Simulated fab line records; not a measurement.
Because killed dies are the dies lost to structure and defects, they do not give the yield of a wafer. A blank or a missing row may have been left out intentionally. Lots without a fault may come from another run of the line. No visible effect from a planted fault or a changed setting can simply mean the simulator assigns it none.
A lot that was struck, set against a sound lot || flow n5Finfet || 16 steps out of a route of 1938
Sound: the wafers L553.4, L553.5, L553.6. Struck: wafers L562.3, L562.6. (L562.1 of the same lot was not struck and is left out.) The cause comes at the end.
Each step with rows lists, per side, the tool, then ch with its chambers, then its first start. Under that, the readings that differ: sound wafers || struck wafers || difference of the means || sigmas: that difference in standard deviations of wafers without a fault.
alike: words and numbers the same on both sides, and readings whose means are apart by under 2 such deviations; not compared: readings that were withheld, readings missing a value for some wafer, numbers with overlapping values and no deviation given by the record, and bounds like >300 which may hide the same value.
The two part at a step that has a row with sigmas, a row that says differs or no value, or rows on one side only. When numbers do not overlap yet have no deviation, they are printed without sigmas and do not part them. A reading missing from all wafers of one side parts the sides only when that side holds two or more wafers.

N5_BEOL_M2_DESCUM_33: chemistry O2, time 7 s.
  sound on rieDiel-06 ch 1,2, day 7 03:55; struck on rieDiel-05 ch 0,1, day 9 23:36
{"reading": "drypumpMotorCurrentA (A)", "sound": "6.4 5.1 6.4", "struck": "5.3 4.8", "difference": -0.9, "sigmas": -2}
{"reading": "throttleValvePct (%)", "sound": "21.10 20.37 21.08", "struck": "20.17 19.82", "difference": -0.86, "sigmas": -3}
  alike: oesProductAu, rfVppV, showerheadPlenumPTorr
  not compared: rfHoursCounterH
then, 4 steps without rows for these wafers: N5_BEOL_M2_ETCH_77 (etches underlayer in N2/H2, target depth 6.5 nm, time 5.2 s); N5_BEOL_M2_ETCH_69 (etches SiARC in CF4, target depth 15.6 nm, time 26 s); N5_BEOL_M2_ALD_98 (deposits SiO2, target thk 2.5 nm, pulse time 1 s, co reactant pulse time 1 s); N5_BEOL_M2_ETCHBACK_99 (etches SiO2 in CHF3, target depth 5 nm, time 10.4 s).
N5_BEOL_M2_ETCH_70: etches SOC in N2/H2, target depth 80 nm, overetch 24 nm, time 130 s.
  sound on rieDiel-05 ch 0,1,2, day 7 05:11; struck on rieDiel-05 ch 1,2, day 9 23:53
  alike: drypumpMotorCurrentA, oesProductAu, rfVppV, showerheadPlenumPTorr, throttleValvePct
  not compared: rfHoursCounterH
then, 2 steps without rows for these wafers: N5_BEOL_M2_STRIP_71 (strips in N2/H2); N5_BEOL_M2_STRIP_78 (strips in N2/H2).
N5_BEOL_M2_VIA_ETCH_34: etches the open film in C4F6/O2, target depth 69.4 nm, time 65.9 s.
  sound on rieDiel-05 ch 0,1,2, day 7 05:18; struck on rieDiel-05 ch 1,2, day 9 23:59
  alike: drypumpMotorCurrentA, oesProductAu, rfVppV, showerheadPlenumPTorr, throttleValvePct
  not compared: rfHoursCounterH
then, 1 step without rows for these wafers: N5_BEOL_M2_STRIP_83 (strips in C4F6/O2).
N5_BEOL_M2_STRIP_36: strips in N2/H2.
  sound on rieDiel-05 ch 0,1,2, day 7 05:22; struck on rieDiel-05 ch 1,2, day 10 00:03
  alike: drypumpMotorCurrentA, oesProductAu, rfVppV, showerheadPlenumPTorr, throttleValvePct
  not compared: rfHoursCounterH
then, 1 step without rows for these wafers: N5_BEOL_M2_TRENCH_ETCH_37 (etches SiOC in C4F6/O2, target depth 55.555 nm, time 29.2 s).
N5_BEOL_M2_ETCH_41: etches SiCN in CH3F/O2, target depth 29.9 nm, time 52.5 s.
  sound on rieDiel-05 ch 0,1,2, day 7 05:26; struck on rieDiel-05 ch 1,2, day 10 00:07
{"reading": "oesProductAu (a.u.)", "sound": "0.80 0.80 0.98", "struck": "0.71 0.60", "difference": -0.20, "sigmas": -3}
{"reading": "model.etch.depthNm (nm)", "sound": "19.13 19.54 19.81", "struck": "13.11 12.74", "difference": -6.57, "sigmas": ""}
  alike: CH3F_flow_sccm, drypumpMotorCurrentA, rfVppV, showerheadPlenumPTorr, throttleValvePct
  not compared: rfHoursCounterH
N5_BEOL_M2_STRIP_97: strips in N2/H2, time 10 s.
  sound: rieDiel-05 ch 0,1,2; struck: rieDiel-05 ch 1,2
  alike: drypumpMotorCurrentA, oesProductAu, rfVppV, showerheadPlenumPTorr, throttleValvePct
  not compared: rfHoursCounterH
N5_BEOL_M4_RC_MEAS_101:
  sound on prober-02 ch 0, day 8 13:43; struck on prober-02 ch 0, day 11 02:05
  alike: DIBL_N, DIBL_P, IOFF_N, IOFF_P, ION_N, ION_P, SS_N, SS_P, VT_N, VT_P
-- record jumps: 4 days separate the struck wafers' starts on either side; left off in module BEOL_M4, taken up again in module PASSIVATION, whose first shown step is the route's number 1936 --
N5_PASSIVATION_PROBE_49:
  sound on prober-02, day 12 11:55; struck on prober-02, day 15 07:55
  alike: defectLimitedYield, killed_at_M0_to_M3, killed_at_M4_up, killedAtContacts, killedAtFrontEnd, killedAtOther, killedDies, killedOpen, killedShort, sort_bin_5_function, sort_bin_6_memory, sort_bin_8_speed, sortNPass, sortYieldPct

== WHERE THEY PART ==
First at N5_BEOL_M2_DESCUM_33; last, within this record, at N5_BEOL_M2_ETCH_41. Later steps at which nothing parts them and some readings are alike: N5_BEOL_M2_STRIP_97, N5_BEOL_M4_RC_MEAS_101, N5_PASSIVATION_PROBE_49.

WHY: what the simulator had put in
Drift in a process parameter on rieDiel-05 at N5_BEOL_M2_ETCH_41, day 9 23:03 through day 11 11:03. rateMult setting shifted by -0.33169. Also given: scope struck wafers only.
